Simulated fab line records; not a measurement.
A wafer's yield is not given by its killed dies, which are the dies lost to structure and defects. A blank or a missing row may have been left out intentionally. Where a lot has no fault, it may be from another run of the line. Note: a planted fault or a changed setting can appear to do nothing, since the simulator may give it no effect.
fab line records -- flow nand_harc
record: lots: 12, wafers: 36, last_day: 34
route steps=1302 shown P_START@1 P_ZERO_WELL@12 P_STI@96
lots that met no fault: from a run of the same line without faults
start_h: the number of hours between the record's first day and the start of the first shown wafer of the lot -- wait_h: how many hours have passed since the lot's step before this one -- " same as the row above -- L1.1+2: one row covering several wafers at once -- - no value present, or no start provided -- * or withheld: withheld -- < > ~ a bound
route shown NAME@n: names a module that has steps shown in the file, with the first one's number in the route -- usual: the fault-free wafers' mean and standard deviation -- same: alike in all rows -- chamber/n: place in a boat -- sites: per-site readings -- _std_site: standard deviation of those values -- _edge_site: mean of outer sites minus mean of inner sites -- radius_mm: for every site, how far away it sits from the centre of the wafer -- mask NAME#n: copy n -- behind: the last tool/chamber to shape the wafer -- hold: why the lot went on hold/how many hours it stayed there/how the hold came to an end -- device: the transistor (n, p or np) that didn't switch -- end of line: tests of these same wafers at the route's end -- a step without rows: its recipe alone -- killed: the dies lost at the first sort to structure and to defects; this is not the yield of the wafer -- map: the dies of a wafer, with x for killed, . for not killed, _ for no die there
set.NAME: the setting as run; set.NAME@STEP: as run at that earlier step -- model.NAME: the simulator's own value behind a step, which no gauge read
route steps across a sampled set of lots; one table per step, one row per wafer
services: from which hour (start_h, from the record's first day; less than 0 if before it) a tool's chamber was out of use, for how many hours, and why
== steps ==
step: NHARC_P_START_INSPECT_01
usual: raw_defect_count: 3.5/1.7
lot.wafer,tool,chamber,start_h,wait_h,raw_defect_count
L686.2,defect_inspect-01,-,20.05,-,4
L686.3,defect_inspect-01,-,20.05,-,3
L686.4,defect_inspect-01,-,20.05,-,5
L688.2,defect_inspect-01,-,40.04,-,6
L688.3,defect_inspect-01,-,40.04,-,4
L688.6,defect_inspect-01,-,40.04,-,0
L689.2,defect_inspect-01,-,50.04,-,2
L689.3,defect_inspect-01,-,50.04,-,5
L689.6,defect_inspect-01,-,50.04,-,4
L690.1,defect_inspect-01,-,60.03,-,7
L690.4,defect_inspect-01,-,60.03,-,4
L690.5,defect_inspect-01,-,60.03,-,4
L694.1,defect_inspect-02,-,100.04,-,2
L694.5,defect_inspect-02,-,100.04,-,5
L694.6,defect_inspect-02,-,100.04,-,8
L695.3,defect_inspect-02,-,110.04,-,5
L695.4,defect_inspect-02,-,110.04,-,3
L695.6,defect_inspect-02,-,110.04,-,4
L697.3,defect_inspect-01,-,130.05,-,2
L697.5,defect_inspect-01,-,130.05,-,5
L697.6,defect_inspect-01,-,130.05,-,2
L705.1,defect_inspect-01,-,210.03,-,5
L705.2,defect_inspect-01,-,210.03,-,2
L705.4,defect_inspect-01,-,210.03,-,7
L706.1,defect_inspect-01,-,220.04,-,1
L706.2,defect_inspect-01,-,220.04,-,3
L706.4,defect_inspect-01,-,220.04,-,3
L707.2,defect_inspect-02,-,230.04,-,6
L707.4,defect_inspect-02,-,230.04,-,4
L707.5,defect_inspect-02,-,230.04,-,1
L708.2,defect_inspect-02,-,240.05,-,5
L708.4,defect_inspect-02,-,240.05,-,2
L708.6,defect_inspect-02,-,240.05,-,7
L709.2,defect_inspect-02,-,250.04,-,3
L709.4,defect_inspect-02,-,250.04,-,3
L709.6,defect_inspect-02,-,250.04,-,5
step: NHARC_P_ZERO_WELL_PEB_09
recipe: peb_temp_c: 128, peb_time_s: 80
usual: heater_power_total_W: 189.8/0.8
lot.wafer,tool,chamber,start_h,wait_h,heater_power_total_W
L686.2,litho_track-05,0,21.06,0.1,190.5
L686.3,litho_track-05,0,21.06,0.1,188.8
L686.4,litho_track-05,0,21.06,0.1,189.7
L688.2,litho_track-02,0,41.17,0.1,188.6
L688.3,litho_track-02,0,41.17,0.1,190.6
L688.6,litho_track-02,0,41.17,0.1,190.7
L689.2,litho_track-02,0,51.51,0.1,188.7
L689.3,litho_track-02,0,51.51,0.1,190.5
L689.6,litho_track-02,0,51.51,0.1,190.6
L690.1,litho_track-02,0,61.15,0.1,190.6
L690.4,litho_track-02,0,61.15,0.1,190.8
L690.5,litho_track-02,0,61.15,0.1,190.7
L694.1,litho_track-02,0,101.31,0.1,190.7
L694.5,litho_track-02,0,101.31,0.1,190.8
L694.6,litho_track-02,0,101.31,0.1,188.5
L695.3,litho_track-05,0,111.16,0.1,189.0
L695.4,litho_track-05,0,111.16,0.1,190.0
L695.6,litho_track-05,0,111.16,0.1,189.1
L697.3,litho_track-05,0,131.23,0.0,190.5
L697.5,litho_track-05,0,131.23,0.0,188.8
L697.6,litho_track-05,0,131.23,0.0,189.0
L705.1,litho_track-03,0,211.15,0.1,246.1
L705.2,litho_track-03,0,211.15,0.1,244.5
L705.4,litho_track-03,0,211.15,0.1,245.3
L706.1,litho_track-03,0,221.03,0.1,244.5
L706.2,litho_track-03,0,221.03,0.1,245.5
L706.4,litho_track-03,0,221.03,0.1,247.6
L707.2,litho_track-05,0,231.16,0.1,190.5
L707.4,litho_track-05,0,231.16,0.1,190.9
L707.5,litho_track-05,0,231.16,0.1,190.4
L708.2,litho_track-02,0,241.16,0.1,190.6
L708.4,litho_track-02,0,241.16,0.1,189.5
L708.6,litho_track-02,0,241.16,0.1,189.5
L709.2,litho_track-02,0,251.16,0.1,190.9
L709.4,litho_track-02,0,251.16,0.1,190.6
L709.6,litho_track-02,0,251.16,0.1,190.9
step: NHARC_P_ZERO_WELL_CD_MEAS_11
recipe: target_cd_nm: 500, landing_energy_ev: 500
usual: cd_nm: 499.8/1.5
lot.wafer,tool,chamber,start_h,wait_h,cd_nm
L686.2,cd_sem-02,0,21.15,-,498.8
L686.3,cd_sem-02,0,21.15,-,496.1
L686.4,cd_sem-02,0,21.15,-,497.9
L688.2,cd_sem-03,0,41.26,-,499.1
L688.3,cd_sem-03,0,41.26,-,499.5
L688.6,cd_sem-03,0,41.26,-,499.9
L689.2,cd_sem-01,0,51.61,-,501.3
L689.3,cd_sem-01,0,51.61,-,501.2
L689.6,cd_sem-01,0,51.61,-,499.4
L690.1,cd_sem-01,0,61.24,-,501.1
L690.4,cd_sem-01,0,61.24,-,499.0
L690.5,cd_sem-01,0,61.24,-,501.3
L694.1,cd_sem-02,0,101.39,-,497.4
L694.5,cd_sem-02,0,101.39,-,499.8
L694.6,cd_sem-02,0,101.39,-,500.0
L695.3,cd_sem-02,0,111.24,-,501.3
L695.4,cd_sem-02,0,111.24,-,502.3
L695.6,cd_sem-02,0,111.24,-,500.7
L697.3,cd_sem-02,0,131.31,-,502.8
L697.5,cd_sem-02,0,131.31,-,501.3
L697.6,cd_sem-02,0,131.31,-,501.4
L705.1,cd_sem-02,0,211.23,-,477.9
L705.2,cd_sem-02,0,211.23,-,475.1
L705.4,cd_sem-02,0,211.23,-,477.0
L706.1,cd_sem-02,0,221.11,-,480.6
L706.2,cd_sem-02,0,221.11,-,482.6
L706.4,cd_sem-02,0,221.11,-,480.6
L707.2,cd_sem-02,0,231.24,-,499.5
L707.4,cd_sem-02,0,231.24,-,502.3
L707.5,cd_sem-02,0,231.24,-,500.4
L708.2,cd_sem-01,0,241.25,-,498.8
L708.4,cd_sem-01,0,241.25,-,498.2
L708.6,cd_sem-01,0,241.25,-,499.8
L709.2,cd_sem-01,0,251.24,-,499.4
L709.4,cd_sem-01,0,251.24,-,500.1
L709.6,cd_sem-01,0,251.24,-,499.3
step: NHARC_P_ZERO_WELL_DESCUM_13
recipe: time_s: 3, o2_flow_sccm: 200, ar_flow_sccm: 0, bias_power_w: 0, chemistry: O2
usual: chamber_pressure_mTorr: 60.00/0.054, drypump_motor_current_A: 6.0/0.33, mfc_ar_sccm: 0.004/0.0085, oes_product_au: 0.999/0.0073, rf_vpp_V: 57.9/0.91, showerhead_plenum_p_Torr: 1.92/0.1, throttle_valve_pct: 11.311/0.0089
lot.wafer,tool,chamber,start_h,wait_h,chamber_pressure_mTorr,drypump_motor_current_A,mfc_ar_sccm,oes_product_au,rf_hours_counter_h,rf_vpp_V,showerhead_plenum_p_Torr,throttle_valve_pct
L686.2,rie_diel-07,0,21.31,-,59.99,6.1,0,0.998,25,57.4,1.80,11.317
L686.4,rie_diel-07,1,21.31,-,60.10,5.7,0,1.002,25,57.4,1.83,11.306
L686.3,rie_diel-07,2,21.31,-,59.94,5.9,0,1.007,26,58.3,1.92,11.302
L688.2,rie_diel-07,3,41.41,-,60.00,6.2,0,0.995,31,58.0,2.07,11.318
L688.3,rie_diel-07,2,41.41,-,59.97,5.9,0,1.007,33,58.0,1.92,11.311
L688.6,rie_diel-07,0,41.41,-,60.05,6.1,0,1.007,-,57.2,1.80,11.308
L689.3,rie_diel-13,3,51.78,-,59.97,6.0,0,1.001,17,58.2,1.85,11.313
L689.2,rie_diel-13,0,51.78,-,59.89,6.5,0.024,1.001,14,55.6,1.85,11.312
L689.6,rie_diel-13,1,51.78,-,59.96,6.5,0,0.997,-,58.1,2.03,11.302
L690.4,rie_diel-07,0,61.39,-,59.87,6.0,0,0.997,38,56.4,1.80,11.306
L690.1,rie_diel-07,1,61.39,-,59.96,5.7,0,1.002,37,56.9,1.83,11.323
L690.5,rie_diel-07,1,61.39,-,59.97,5.7,0,1.002,-,57.4,1.83,11.310
L694.1,rie_diel-13,3,101.55,-,59.98,6.1,0,1.019,38,56.8,1.84,11.324
L694.6,rie_diel-13,1,101.55,-,60.04,6.5,0,1.002,-,59.8,2.02,11.316
L694.5,rie_diel-13,2,101.55,-,60.02,6.3,0.004,1.006,-,57.2,1.79,11.329
L695.3,rie_diel-13,3,111.40,-,59.91,6.1,0,0.997,40,57.4,1.84,11.318
L695.4,rie_diel-13,0,111.40,-,59.94,6.4,0.024,1.008,33,57.6,1.85,11.307
L695.6,rie_diel-13,3,111.40,-,60.06,6.1,0,1.008,-,57.6,1.84,11.306
L697.3,rie_diel-13,0,131.47,-,60.07,6.5,0.024,0.993,42,56.7,1.85,11.312
L697.6,rie_diel-13,3,131.47,-,60.10,6.0,0,0.996,-,57.0,1.84,11.303
L697.5,rie_diel-13,0,131.47,-,59.95,6.5,0.024,0.996,-,57.4,1.84,11.304
L705.2,rie_diel-07,2,211.39,-,59.97,5.9,0,1.004,30,57.3,1.90,11.321
L705.1,rie_diel-07,0,211.39,-,60.10,6.1,0,1.007,33,57.5,1.78,11.335
L705.4,rie_diel-07,1,211.39,-,60.02,5.7,0,1.012,33,57.8,1.82,11.317
L706.2,rie_diel-05,1,221.28,-,60.05,5.5,0.006,1.004,51,58.4,2.04,11.318
L706.4,rie_diel-05,2,221.28,-,59.96,5.3,0,0.994,54,58.3,2.00,11.303
L706.1,rie_diel-05,3,221.28,-,60.12,5.5,0.027,1.000,44,57.9,1.90,11.303
L707.4,rie_diel-07,3,231.41,-,59.99,6.1,0,1.004,38,57.3,2.05,11.303
L707.2,rie_diel-07,1,231.41,-,60.05,5.7,0,1.004,38,58.6,1.81,11.321
L707.5,rie_diel-07,3,231.41,-,59.93,6.2,0,0.990,-,59.1,2.05,11.317
L708.4,rie_diel-07,2,241.40,-,60.01,6.0,0,1.007,38,58.7,1.90,11.307
L708.2,rie_diel-07,0,241.40,-,60.07,6.1,0,1.007,45,56.8,1.78,11.303
L708.6,rie_diel-07,3,241.40,-,59.95,6.1,0,0.994,-,57.8,2.04,11.307
L709.4,rie_diel-07,1,251.40,-,60.05,5.7,0,0.995,44,57.5,1.81,11.302
L709.2,rie_diel-07,0,251.40,-,60.02,6.1,0,1.012,47,57.4,1.78,11.308
L709.6,rie_diel-07,2,251.40,-,59.92,5.9,0,1.001,-,57.1,1.90,11.309
step: NHARC_P_STI_OCD_MEAS_43
usual: trench_depth_nm: 300.5/2.9, trench_foot_cd_nm: 158.1/1.9
lot.wafer,tool,chamber,start_h,wait_h,trench_depth_nm,trench_foot_cd_nm
L686.2,ocd-01,-,48.19,-,300.2,159.6
L686.3,ocd-01,-,48.19,-,303.3,159.4
L686.4,ocd-01,-,48.19,-,296.1,159.4
L688.2,ocd-01,-,66.09,-,299.7,157.7
L688.3,ocd-01,-,66.09,-,298.2,156.7
L688.6,ocd-01,-,66.09,-,299.5,155.4
L689.2,ocd-02,-,73.76,-,302.8,157.9
L689.3,ocd-02,-,73.76,-,297.1,159.2
L689.6,ocd-02,-,73.76,-,296.6,161.2
L690.1,ocd-01,-,85.28,-,302.7,157.2
L690.4,ocd-01,-,85.28,-,302.1,156.9
L690.5,ocd-01,-,85.28,-,301.2,155.6
L694.1,ocd-02,-,123.61,-,300.0,159.3
L694.5,ocd-02,-,123.61,-,297.2,157.1
L694.6,ocd-02,-,123.61,-,302.1,157.8
L695.3,ocd-01,-,137.03,-,302.3,157.8
L695.4,ocd-01,-,137.03,-,301.6,158.7
L695.6,ocd-01,-,137.03,-,305.2,159.5
L697.3,ocd-01,-,155.04,-,296.5,158.3
L697.5,ocd-01,-,155.04,-,300.4,159.7
L697.6,ocd-01,-,155.04,-,294.3,161.2
L705.1,ocd-01,-,236.66,-,307.1,156.5
L705.2,ocd-01,-,236.66,-,305.3,155.8
L705.4,ocd-01,-,236.66,-,305.2,155.6
L706.1,ocd-02,-,248.51,-,299.1,157.3
L706.2,ocd-02,-,248.51,-,302.9,157.9
L706.4,ocd-02,-,248.51,-,301.7,159.5
L707.2,ocd-01,-,253.63,-,298.6,156.9
L707.4,ocd-01,-,253.63,-,302.6,160.0
L707.5,ocd-01,-,253.63,-,298.0,159.5
L708.2,ocd-02,-,263.50,-,300.8,157.5
L708.4,ocd-02,-,263.50,-,304.2,160.6
L708.6,ocd-02,-,263.50,-,301.7,159.7
L709.2,ocd-02,-,273.47,-,298.7,155.4
L709.4,ocd-02,-,273.47,-,296.1,156.0
L709.6,ocd-02,-,273.47,-,299.3,156.3
== services ==
tool,chamber,start_h,hours,kind
rie_diel-07,0,-1.51,-,clean
rie_diel-07,1,-1.51,-,clean
rie_diel-07,2,-1.51,-,clean
rie_diel-07,3,-1.51,-,clean
rie_diel-13,3,18.03,6.8,repair
rie_diel-07,0,23.01,-,clean
rie_diel-13,-,45.31,0.8,repair
rie_diel-13,-,46.29,0.7,repair
litho_track-02,-,52.00,7.0,pm
rie_diel-05,-,52.63,9.0,pm
rie_diel-05,0,71.89,6.3,repair
rie_diel-13,-,86.15,2.6,repair
rie_diel-13,0,94.33,11.1,repair
rie_diel-05,0,99.49,8.2,repair
litho_track-03,-,100.00,7.0,pm
rie_diel-07,3,103.16,2.4,repair
rie_diel-05,2,108.82,2.6,repair
rie_diel-13,1,111.44,11.4,repair
rie_diel-07,-,117.33,9.0,pm
litho_track-05,-,124.00,7.0,pm
rie_diel-13,-,165.19,9.0,pm
rie_diel-13,1,199.95,5.9,repair
litho_track-02,-,227.00,7.0,pm
rie_diel-05,-,229.63,9.0,pm
== key ==
first_sign: step: NHARC_P_ZERO_WELL_PEB_09, reading: heater_power_total_W, direction: up, sigmas: 70, usual: *, struck: *
effect: step: NHARC_P_ZERO_WELL_CD_MEAS_11, reading: cd_nm, direction: down, sigmas: 14, usual: 499.8, struck: 479.0, through: control_loop
met_at NHARC_P_ZERO_WELL_PEB_09
struck_lots L705,L706
tester_left_out L705,L706
loop_trim: step: NHARC_P_ZERO_WELL_EXPOSE_08, setting: dose, lots: L706
not_acting_at NHARC_P_START_INSPECT_01,NHARC_P_ZERO_WELL_DESCUM_13,NHARC_P_STI_OCD_MEAS_43
fault: kind: process_parameter_drift, tool: litho_track-03, chamber: -, onset_h: 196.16, steps: NHARC_P_ZERO_WELL_PEB_09, channel: peb_time_s, offset: *, shape: step, end_h: 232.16, acts_in: *, stated: *
tester_left_out: of these lots the tester's yield and bins aren't shown, on N5 and GAA mostly nor the transistor test; their killed dies are dies lost to structure and defects alone, not to doping, threshold or leakage, so they don't give the yield
loop_trim: a control loop set the setting to another value than it would have without faults
